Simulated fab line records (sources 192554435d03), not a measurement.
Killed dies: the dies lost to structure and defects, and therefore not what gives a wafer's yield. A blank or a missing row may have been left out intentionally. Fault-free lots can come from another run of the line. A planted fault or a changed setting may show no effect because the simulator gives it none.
fab line records	flow n5_finfet
record lots=7	wafers=21
route steps=1938 shown SD_EPI_P@321 SD_ACTIVATION@331 GATE_CUT@469 MOL_CONTACT_COAG@559 BEOL_M0_SAQP@635
start_h: hours from the record's first day to the start of the lot's first wafer shown	wait_h: hours from the lot's prior step to this one	" repeats the value in the row above	L1.1+2: several wafers, shown together as one row	- either no value or no given start	* or withheld: withheld	< > ~ a bound
route shown NAME@n: NAME is a module with steps in the file, n the number in the route of the first one	usual: mean/standard deviation of fault-free wafers	same: alike in all rows	chamber/n: place in a boat	sites: each site's reading	_std_site: standard deviation of those values	_edge_site: mean of outer sites minus mean of inner sites	radius_mm: for every site, how far away it sits from the centre of the wafer	mask NAME#n: copy n	behind: the last tool/chamber to shape the wafer	hold: the reason the lot was held/the length of the hold in hours/how it ended	device: the n, p or np transistor that did not switch	end of line: tests run on the same wafers once the route is complete	a step given without rows: its recipe and nothing more	killed: the dies lost at the first sort to structure and to defects; this is not the yield of the wafer	map: a wafer's dies, x killed, . not, _ none there
set.NAME: the setting that was run; set.NAME@STEP: the one run at that earlier step	model.NAME: the simulator's own value behind a step, which no gauge read
lots run with intentionally changed settings; tables by step, rows by wafer
## steps
# step N5_SD_EPI_P_EPI_21
# recipe material=SiGe:B	dopant=B	temp_c=550	pressure_torr=20	ambient=H2	time_s=355
lot.wafer	tool	chamber	start_h	wait_h	set.epi_growth_time_s	model.SiGe-B_of_SD_EPI_P_EPI_21.thk_nm
L076.1	epi_rpcvd-02	0	68.20	0.1	319.1	56.2
L076.3	"	0	"	"	355	60
L076.4	"	0	"	"	355	60.4
L079.2	epi_rpcvd-01	0	88.54	0.5	355	61
L079.4	"	0	"	"	355	60.6
L079.6	"	0	"	"	387.2	63.4
L080.4	epi_rpcvd-01	0	92.64	1.1	355	60.8
L080.5	"	0	"	"	366.2	62.4
L080.6	"	0	"	"	366.2	61.8
L081.1	epi_rpcvd-01	0	98.11	0.2	355	61.2
L081.3	"	0	"	"	355	60.8
L081.6	"	0	100.51	2.4	333.9	58.8
L089.1	epi_rpcvd-01	0	144.73	0.2	355	61.8
L089.4	"	0	146.17	1.5	342.7	59.8
L089.5	"	0	"	"	342.7	60
L093.1	epi_rpcvd-03	0	172.39	0.1	355	61.8
L093.2	"	0	"	"	355	62
L093.5	"	0	173.83	1.5	355	62.8
L094.1	epi_rpcvd-02	0	176.47	0.1	391.9	65.4
L094.2	"	0	"	"	391.9	64.8
L094.4	"	0	"	"	355	61.2
# step N5_SD_EPI_P_HM_STRIP_48
# recipe chemistry=H3PO4	temp_c=160	material=SiNx	target=SiNx	target_depth_a=30	overetch_fraction=0.3
lot.wafer	tool	chamber	start_h	wait_h	set.epi_growth_time_s@SD_EPI_P_EPI_21	model.SiGe-B_of_SD_EPI_P_EPI_21.thk_nm
L076.1	wet_bench-03	5	70.44	0.0	319.1	56
L076.3	"	3	"	"	355	59.6
L076.4	"	7	"	"	355	60
L079.2	wet_bench-04	4	90.41	0.0	355	60.8
L079.4	"	7	"	"	355	60.2
L079.6	"	6	"	"	387.2	63.2
L080.4	wet_bench-02	7	93.79	0.0	355	60.4
L080.5	"	1	"	"	366.2	62
L080.6	"	5	"	"	366.2	61.6
L081.1	wet_bench-04	4	101.06	0.0	355	60.8
L081.3	"	0	"	"	355	60.6
L081.6	"	6	"	"	333.9	58.6
L089.1	wet_bench-04	2	147.70	0.0	355	61.4
L089.4	"	7	"	"	342.7	59.6
L089.5	"	4	"	"	342.7	59.8
L093.1	wet_bench-03	1	174.63	0.0	355	61.4
L093.2	"	7	"	"	355	61.8
L093.5	"	0	"	"	355	62.4
L094.1	wet_bench-04	0	178.71	0.0	391.9	65
L094.2	"	3	"	"	391.9	64.6
L094.4	"	1	"	"	355	60.8
# step N5_SD_ACTIVATION_LSA_01
# recipe temp_c=1080	time_s=0.0008	ambient=N2
# usual wafer_temp_C_max=1085.1/1
lot.wafer	tool	chamber	start_h	wait_h	set.temp_c	wafer_temp_C_max
L076.1	laser_anneal-02	0	70.95	0.2	1080	1085.9
L076.3	"	0	"	"	1099	1103.1
L076.4	"	0	"	"	1080	1084.3
L079.2	laser_anneal-01	0	90.81	0.2	1080	1085.1
L079.4	"	0	"	"	1080	1083.9
L079.6	"	0	"	"	1080	1084.8
L080.4	laser_anneal-01	0	94.26	0.2	1080	1085.2
L080.5	"	0	"	"	1080	1085.2
L080.6	"	0	"	"	1080	1085.4
L081.1	laser_anneal-02	0	101.43	0.2	1062	1067.3
L081.3	"	0	"	"	1080	1085.4
L081.6	"	0	"	"	1080	1085.5
L089.1	laser_anneal-02	0	148.18	0.2	1080	1085.4
L089.4	"	0	"	"	1080	1085.0
L089.5	"	0	"	"	1080	1084.6
L093.1	laser_anneal-02	0	174.99	0.2	1080	1085.4
L093.2	"	0	"	"	1080	1084.9
L093.5	"	0	"	"	1080	1085.9
L094.1	laser_anneal-01	0	179.07	0.2	1091	1096.0
L094.2	"	0	"	"	1080	1084.8
L094.4	"	0	"	"	1091	1096.4
# step N5_SD_ACTIVATION_RS_MEAS_03
# recipe thk_meas_gauge=four-point-probe
# usual RS_SD_N=21.89/0.28	RS_SD_P=56.2/0.9
lot.wafer	tool	chamber	start_h	wait_h	set.epi_growth_time_s@SD_EPI_P_EPI_21	set.temp_c@SD_ACTIVATION_LSA_01	RS_SD_N[ohm/sq]	RS_SD_P[ohm/sq]
L076.1	film_metro-01	-	71.15	0.2	319.1	1080	21.54	61.0
L076.3	"	-	"	"	355	1099	19.52	56.7
L076.4	"	-	"	"	355	1080	21.73	56.7
L079.2	film_metro-02	-	91.00	0.2	355	1080	21.68	56.0
L079.4	"	-	"	"	355	1080	22.08	56.3
L079.6	"	-	"	"	387.2	1080	21.95	53.4
L080.4	film_metro-01	-	94.43	0.1	355	1080	21.62	57.3
L080.5	"	-	"	"	366.2	1080	21.56	55.3
L080.6	"	-	"	"	366.2	1080	21.71	55.8
L081.1	film_metro-01	-	101.65	0.2	355	1062	24.00	56.8
L081.3	"	-	"	"	355	1080	21.90	56.4
L081.6	"	-	"	"	333.9	1080	22.25	58.4
L089.1	film_metro-02	-	148.39	0.2	355	1080	21.89	56.0
L089.4	"	-	"	"	342.7	1080	21.75	58.4
L089.5	"	-	"	"	342.7	1080	21.55	57.4
L093.1	film_metro-01	-	175.20	0.2	355	1080	22.36	55.4
L093.2	"	-	"	"	355	1080	22.36	54.8
L093.5	"	-	"	"	355	1080	22.40	54.5
L094.1	film_metro-01	-	179.28	0.2	391.9	1091	20.23	52.1
L094.2	"	-	"	"	391.9	1080	21.52	52.2
L094.4	"	-	"	"	355	1091	20.51	54.7
# step N5_GATE_CUT_ETCH_58
# recipe chemistry=CH3F/O2	target=SiNx	target_depth_a=170	time_s=128.6	ion_energy_ev=50	pressure_mtorr=30	source_w=415	bias_w=21	Ar_flow_sccm=150	CH3F_flow_sccm=30	O2_flow_sccm=20
lot.wafer	tool	chamber	start_h	wait_h	set.time_s	model.etch.depth_nm	model.SiNx_of_SDB_ALD_29.thk_nm
L076.1	rie_diel-02	0	94.32	0.2	105.8	13.76	25.2
L076.3	"	2	"	"	128.6	17.04	24.6
L076.4	"	1	"	"	105.8	14.29	25.2
L079.2	rie_diel-04	1	113.90	0.1	128.6	16.4	24.8
L079.4	"	0	"	"	114.1	15.07	25
L079.6	"	0	"	"	128.6	16.77	24.6
L080.4	rie_diel-06	1	116.34	0.0	128.6	17.74	24.4
L080.5	"	2	"	"	151.9	20.55	24.2
L080.6	"	3	"	"	128.6	17.04	24.4
L081.1	rie_diel-06	2	122.75	0.1	128.6	17.08	24.4
L081.3	"	3	"	"	128.6	16.99	24.2
L081.6	"	2	"	"	128.6	17.24	24.4
L089.1	rie_diel-04	3	170.30	0.0	101.1	13.24	24.8
L089.4	"	2	"	"	128.6	16.76	24.4
L089.5	"	3	"	"	128.6	16.88	24.4
L093.1	rie_diel-04	0	196.12	0.0	128.6	16.88	24.4
L093.2	"	1	"	"	128.6	16.37	24.6
L093.5	"	3	"	"	128.6	16.78	24.4
L094.1	rie_diel-06	1	203.93	0.1	115.8	15.72	24.8
L094.2	"	0	"	"	115.8	15.62	24.6
L094.4	"	2	"	"	128.6	17.19	24.4
# step N5_GATE_CUT_ALD_22
# recipe material=SiNx	target_thk_a=160	temp_c=400	ald_precursor_family=SiH2I2	ald_co_reactant=N2/H2-plasma	pulse_time_s=1	ald_cycles=320	purge_time_s=2	co_reactant_purge_time_s=2	pressure_torr=2
lot.wafer	tool	chamber	start_h	wait_h	set.ald_cycles	model.SiNx_of_GATE_CUT_ALD_22.thk_nm
L076.1	ald_sin-03	1	100.21	1.5	320	16
L076.3+4	"	0,2	"	"	339	17
L079.2+4+6	ald_sin-01	2,3,3	118.60	0.4	320	16
L080.4+6	ald_sin-03	2	120.72	0.0	320	16
L080.5	"	1	"	"	320	15.8
L081.1+6	ald_sin-03	1	127.13	0.0	320	16
L081.3	"	3	"	"	320	15.8
L089.1+4	ald_sin-02	0	174.83	0.0	320	16
L089.5	"	1	"	"	341	17
L093.1	ald_sin-02	2	200.62	0.0	320	16.2
L093.2+5	"	1,3	"	"	320	16
L094.1	ald_sin-02	2	208.42	0.0	320	16.2
L094.2	"	1	"	"	320	16
L094.4	"	0	"	"	338	16.8
# step N5_GATE_CUT_CMP_23
# recipe stop_on=SiO2	t_overpolish_s=23.4	post_cmp_clean=alkaline_brush	down_force_psi=2.5	platen_rpm=51.8	pad_velocity_m_s=1.0307	target_thk_nm=16
lot.wafer	tool	chamber	start_h	wait_h	set.down_force_psi	set.ald_cycles@GATE_CUT_ALD_22	model.SiNx_of_GATE_CUT_ALD_22.thk_nm
L076.1	cmp-04	3	101.74	0.8	2.5	320	16
L076.3	"	0	"	"	2.2	339	17
L076.4	"	1	"	"	2.5	339	17
L079.4	cmp-02	1	120.13	0.8	2.849	320	15.8
L079.2+6	"	3,0	"	"	2.5	320	16
L080.4+6	cmp-02	1,3	122.32	0.9	2.755	320	15.8
L080.5	"	2	"	"	2.5	320	15.8
L081.3	cmp-04	3	128.62	0.8	2.5	320	15.8
L081.1+6	"	1,0	"	"	2.053	320	16
L089.4	cmp-04	3	176.36	0.1	2.757	320	15.8
L089.1	"	0	"	"	2.5	320	16
L089.5	"	2	"	"	2.757	341	16.8
L093.2+5	cmp-04	3,1	202.19	0.8	2.5	320	16
L093.1	"	0	"	"	2.5	320	16.2
L094.2	cmp-02	0	209.91	0.8	3.017	320	15.6
L094.4	"	1	"	"	3.017	338	16.4
L094.1	"	2	"	"	2.5	320	16.2
# step N5_MOL_CONTACT_COAG_ALD_27
# recipe material=SiOC	target_thk_a=170	temp_c=400	ald_precursor_family=carbosiloxane	ald_co_reactant=H2-plasma	pulse_time_s=1.5	time_s=2720	purge_time_s=2	co_reactant_purge_time_s=2	ald_cycles=340	pressure_torr=2
lot.wafer	tool	chamber	start_h	wait_h	set.time_s	model.SiOC_of_MOL_CONTACT_COAG_ALD_27.thk_nm
L076.1+3+4	ald_sin-01	0,2,1	111.05	0.0	2720	17
L079.2+4	ald_sin-02	0,3	127.81	0.0	2720	17
L079.6	"	1	"	"	2720	16.8
L080.4+5+6	ald_sin-04	3,3,2	131.72	0.0	2720	17
L081.1+3+6	ald_sin-01	2,3,0	137.52	0.0	2720	17
L089.1+5	ald_sin-02	0	184.58	0.0	2720	17
L089.4	"	2	"	"	2565	16
L093.1+2+5	ald_sin-01	2,0,1	212.48	0.0	2720	17
L094.1	ald_sin-02	0	217.91	0.3	2720	17
L094.2	"	3	"	"	2720	17.2
L094.4	"	1	"	"	2207	13.8
# step N5_BEOL_M0_SAQP_PECVD_03
# recipe material=SiCN	target_thk_a=120	temp_c=withheld	precursor=3MS/NH3	pressure_torr=3	rf_w=202	time_s=21.1
lot.wafer	tool	chamber	start_h	wait_h	set.time_s	model.SiCN_of_BEOL_M0_SAQP_PECVD_03.thk_nm
L076.1	pecvd-03	2	122.83	0.1	21.1	11.4
L076.3	"	0	"	"	21.1	12
L076.4	"	2	"	"	22.55	12.4
L079.2	pecvd-01	2	138.20	0.1	21.1	11.6
L079.4	"	0	"	"	21.1	12.2
L079.6	"	2	"	"	18.17	10
L080.4	pecvd-03	0	144.57	0.1	21.1	12
L080.5	"	2	"	"	18.12	10.2
L080.6	"	1	"	"	18.12	10.8
L081.1	pecvd-01	1	147.71	0.1	21.99	12
L081.3	"	1	"	"	21.99	12.2
L081.6	"	0	"	"	21.1	12.2
L089.1	pecvd-02	1	200.41	0.1	21.1	11.6
L089.4+5	"	2,0	"	"	21.1	12.2
L093.1+2	pecvd-02	0,2	224.07	0.1	21.1	12
L093.5	"	2	"	"	21.1	12.4
L094.1	pecvd-02	0	228.00	0.1	21.1	11.8
L094.2	"	2	"	"	23.78	13.6
L094.4	"	2	"	"	21.1	12
# step N5_BEOL_M0_SAQP_HM_DEP_111
# recipe material=SiO2	target_thk_a=120	temp_c=400	precursor=SiH4/N2O	pressure_torr=0.75	rf_w=275	time_s=7.2
lot.wafer	tool	chamber	start_h	wait_h	set.time_s	model.SiO2_of_BEOL_M0_SAQP_HM_DEP_111.thk_nm
L076.1+3	pecvd-01	2,0	123.17	0.0	6.513	10.6
L076.4	"	2	"	"	7.2	11.8
L079.2	pecvd-02	0	138.45	0.0	7.2	11.8
L079.4+6	"	0,1	"	"	7.2	12.2
L080.4	pecvd-01	2	144.83	0.1	7.2	11.8
L080.5+6	"	0,1	"	"	7.2	12
L081.1	pecvd-03	2	148.05	0.0	8.193	13.8
L081.3+6	"	0	"	"	7.2	12.2
L089.1	pecvd-03	1	200.66	0.0	8.017	13.6
L089.4	"	1	"	"	8.017	13.8
L089.5	"	2	"	"	7.2	12.2
L093.1+5	pecvd-01	2	224.32	0.0	7.2	12
L093.2	"	0	"	"	7.2	11.8
L094.1	pecvd-03	2	228.24	0.0	7.2	12
L094.2	"	0	"	"	7.2	12.2
L094.4	"	0	"	"	7.2	12.4
# step N5_BEOL_M0_SAQP_COAT_81
# recipe resist=SOC	temp_c=250	time_s=60	spin_rpm=1500	resist_thk_nm=100
# step N5_BEOL_M0_SAQP_COAT_82
# recipe resist=SiARC	temp_c=220	time_s=60	spin_rpm=1500	resist_thk_nm=30
# step N5_BEOL_M0_SAQP_ETCH_84
# recipe chemistry=N2/H2	target=SOC	target_depth_a=1000	overetch_a=200	mask_material=SiARC	temp_c=40	time_s=150	ion_energy_ev=200	pressure_mtorr=30	source_w=840	bias_w=150	n2_flow_sccm=200	h2_flow_sccm=200
# step N5_BEOL_M0_SAQP_STRIP_80
# recipe chemistry=N2/H2	temp_c=40	n2_flow_sccm=200	h2_flow_sccm=200	rf_frequency_hz=6e+07
# step N5_BEOL_M0_SAQP_HM_OPEN_112
# recipe chemistry=CHF3/O2	target=SiO2	stop_on=a-Si	target_depth_a=120	over_etch_frac=1.25	mask_material=SOC	time_s=13.5	pressure_mtorr=30	source_w=650	bias_w=170	Ar_flow_sccm=200	CHF3_flow_sccm=50	O2_flow_sccm=5	ion_energy_ev=200	ends=end_point
lot.wafer	tool	chamber	start_h	wait_h	set.time_s@BEOL_M0_SAQP_HM_DEP_111	model.etch.depth_nm
L076.1	rie_diel-02	0	123.90	0.0	6.513	10.59
L076.3	"	1	"	"	6.513	10.68
L076.4	"	3	"	"	7.2	11.85
L079.2	rie_diel-04	0	139.18	0.0	7.2	11.9
L079.4	"	1	"	"	7.2	12.23
L079.6	"	3	"	"	7.2	12.16
L080.4	rie_diel-04	3	145.53	0.0	7.2	11.86
L080.5+6	"	3,2	"	"	7.2	11.99
L081.1	rie_diel-02	2	148.78	0.0	8.193	13.71
L081.3	"	3	"	"	7.2	12.22
L081.6	"	3	"	"	7.2	12.16
L089.1	rie_diel-06	0	201.38	0.0	8.017	13.51
L089.4	"	3	"	"	8.017	13.81
L089.5	"	0	"	"	7.2	12.15
L093.1	rie_diel-02	2	225.04	0.0	7.2	11.95
L093.2	"	0	"	"	7.2	11.87
L093.5	"	0	"	"	7.2	11.93
L094.1	rie_diel-04	1	229.23	0.0	7.2	12.08
L094.2	"	3	"	"	7.2	12.14
L094.4	"	1	"	"	7.2	12.38
# step N5_BEOL_M0_SAQP_STRIP_113
# recipe chemistry=CHF3/O2	resist=SiARC	rf_frequency_hz=6e+07
# step N5_BEOL_M0_SAQP_MANDREL_ETCH_20
# recipe target_depth_a=600	chemistry=HBr/Cl2	target=a-Si	stop_on=SiNx	bt_time_s=10	mask_material=SOC	over_etch_frac=0.5	time_s=30	pressure_mtorr=10	icp_w=800	bias_w=75	HBr_flow_sccm=150	Cl2_flow_sccm=80	ends=end_point
# step N5_BEOL_M0_SAQP_ETCH_102
# recipe chemistry=CF4	target=SiO2	target_depth_a=40	ion_energy_ev=350	time_s=4.4	pressure_mtorr=10	icp_w=800	bias_w=400	cf4_flow_sccm=80
# step N5_BEOL_M0_SAQP_MANDREL_ETCH_103
# recipe chemistry=HBr/Cl2	target=a-Si	target_depth_a=450	bt_time_s=10	stop_on=SiCN	mask_material=SiO2	over_etch_frac=0.8	time_s=27	pressure_mtorr=10	icp_w=800	bias_w=75	HBr_flow_sccm=150	Cl2_flow_sccm=80	ends=end_point
# step N5_BEOL_M0_SAQP_RECESS_104
# recipe chemistry=HF/NH3	target=SiO2	target_depth_a=180	afs_cycles=3	temp_c=30	sublimation_temp_c=180	sublimation_time_s=60
lot.wafer	tool	chamber	start_h	wait_h	set.time_s@BEOL_M0_SAQP_PECVD_03	model.SiCN_of_BEOL_M0_SAQP_PECVD_03.thk_nm
L076.1	vapor_etch-01	0	125.53	0.1	21.1	7.8
L076.3	"	1	"	"	21.1	8.8
L076.4	"	0	"	"	22.55	9.2
L079.2	vapor_etch-02	0	140.80	0.1	21.1	8
L079.4	"	0	"	"	21.1	8.6
L079.6	"	1	"	"	18.17	6.6
L080.4	vapor_etch-02	0	148.54	0.2	21.1	8.6
L080.5	"	1	"	"	18.12	6.8
L080.6	"	0	"	"	18.12	7.2
L081.1	vapor_etch-02	1	150.73	0.1	21.99	8.6
L081.3	"	0	"	"	21.99	8.8
L081.6	"	1	"	"	21.1	8.8
L089.1	vapor_etch-02	1	203.11	0.1	21.1	8.4
L089.4	"	0	"	"	21.1	8.6
L089.5	"	0	"	"	21.1	9
L093.1	vapor_etch-01	0	226.72	0.1	21.1	8.4
L093.2+5	"	1	"	"	21.1	8.6
L094.1+4	vapor_etch-01	1	233.75	0.1	21.1	8.6
L094.2	"	0	"	"	23.78	10
# step N5_BEOL_M0_SAQP_COAT_72
# recipe resist=SiARC	temp_c=220	time_s=60	spin_rpm=1500	resist_thk_nm=15
lot.wafer	tool	chamber	start_h	wait_h	set.spin_rpm	model.SiARC_of_BEOL_M0_SAQP_COAT_72.thk_nm
L076.1+4	litho_track-02	0	-	-	1500	15
L076.3	"	0	"	"	1447	15.2
L079.2	litho_track-03	0	-	-	1402	15.6
L079.4+6	"	0	"	"	1500	15
L080.4+5	litho_track-03	0	-	-	1500	15
L080.6	"	0	"	"	1664	14.2
L081.1	litho_track-04	0	-	-	1619	14.4
L081.3+6	"	0	"	"	1500	15
L089.1	litho_track-02	0	-	-	1500	15
L089.4+5	"	0	"	"	1333	16
L093.1+2+5	litho_track-02	0	-	-	1500	15
L094.1	litho_track-04	0	-	-	1582	14.6
L094.2+4	"	0	"	"	1500	15
## key
split step=N5_SD_EPI_P_EPI_21	setting=epi_growth_time_s	stated=355	by=wafer
response step=N5_SD_EPI_P_EPI_21	reading=model.SiGe-B_of_SD_EPI_P_EPI_21.thk_nm	change=+0.367	per=1%	r=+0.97
response step=N5_SD_EPI_P_HM_STRIP_48	reading=model.SiGe-B_of_SD_EPI_P_EPI_21.thk_nm	change=+0.364	per=1%	r=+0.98
response step=N5_SD_ACTIVATION_RS_MEAS_03	reading=RS_SD_P	change=-0.338	per=1%	r=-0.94
split step=N5_SD_ACTIVATION_LSA_01	setting=temp_c	stated=1080	by=wafer
response step=N5_SD_ACTIVATION_LSA_01	reading=wafer_temp_C_max	change=*	per=1%	r=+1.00
response step=N5_SD_ACTIVATION_RS_MEAS_03	reading=RS_SD_N	change=-1.17	per=1%	r=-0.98
split step=N5_GATE_CUT_ETCH_58	setting=time_s	stated=128.6	by=wafer
response step=N5_GATE_CUT_ETCH_58	reading=model.etch.depth_nm	change=+0.165	per=1%	r=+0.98
response step=N5_GATE_CUT_ETCH_58	reading=model.SiNx_of_SDB_ALD_29.thk_nm	change=-0.022	per=1%	r=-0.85
split step=N5_GATE_CUT_ALD_22	setting=ald_cycles	stated=320	by=wafer
response step=N5_GATE_CUT_ALD_22	reading=model.SiNx_of_GATE_CUT_ALD_22.thk_nm	change=+0.149	per=1%	r=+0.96
response step=N5_GATE_CUT_CMP_23	reading=model.SiNx_of_GATE_CUT_ALD_22.thk_nm	change=+0.133	per=1%	r=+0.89
split step=N5_GATE_CUT_CMP_23	setting=down_force_psi	stated=2.5	by=wafer
response none clear
split step=N5_MOL_CONTACT_COAG_ALD_27	setting=time_s	stated=2720	by=wafer
response step=N5_MOL_CONTACT_COAG_ALD_27	reading=model.SiOC_of_MOL_CONTACT_COAG_ALD_27.thk_nm	change=+0.175	per=1%	r=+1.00
split step=N5_BEOL_M0_SAQP_PECVD_03	setting=time_s	stated=21.1	by=wafer
response step=N5_BEOL_M0_SAQP_PECVD_03	reading=model.SiCN_of_BEOL_M0_SAQP_PECVD_03.thk_nm	change=+0.119	per=1%	r=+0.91
response step=N5_BEOL_M0_SAQP_RECESS_104	reading=model.SiCN_of_BEOL_M0_SAQP_PECVD_03.thk_nm	change=+0.113	per=1%	r=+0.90
split step=N5_BEOL_M0_SAQP_HM_DEP_111	setting=time_s	stated=7.2	by=wafer
response step=N5_BEOL_M0_SAQP_HM_DEP_111	reading=model.SiO2_of_BEOL_M0_SAQP_HM_DEP_111.thk_nm	change=+0.123	per=1%	r=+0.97
response step=N5_BEOL_M0_SAQP_HM_OPEN_112	reading=model.etch.depth_nm	change=+0.121	per=1%	r=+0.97
split step=N5_BEOL_M0_SAQP_COAT_72	setting=spin_rpm	stated=1500	by=wafer
response step=N5_BEOL_M0_SAQP_COAT_72	reading=model.SiARC_of_BEOL_M0_SAQP_COAT_72.thk_nm	change=-0.0803	per=1%	r=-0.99
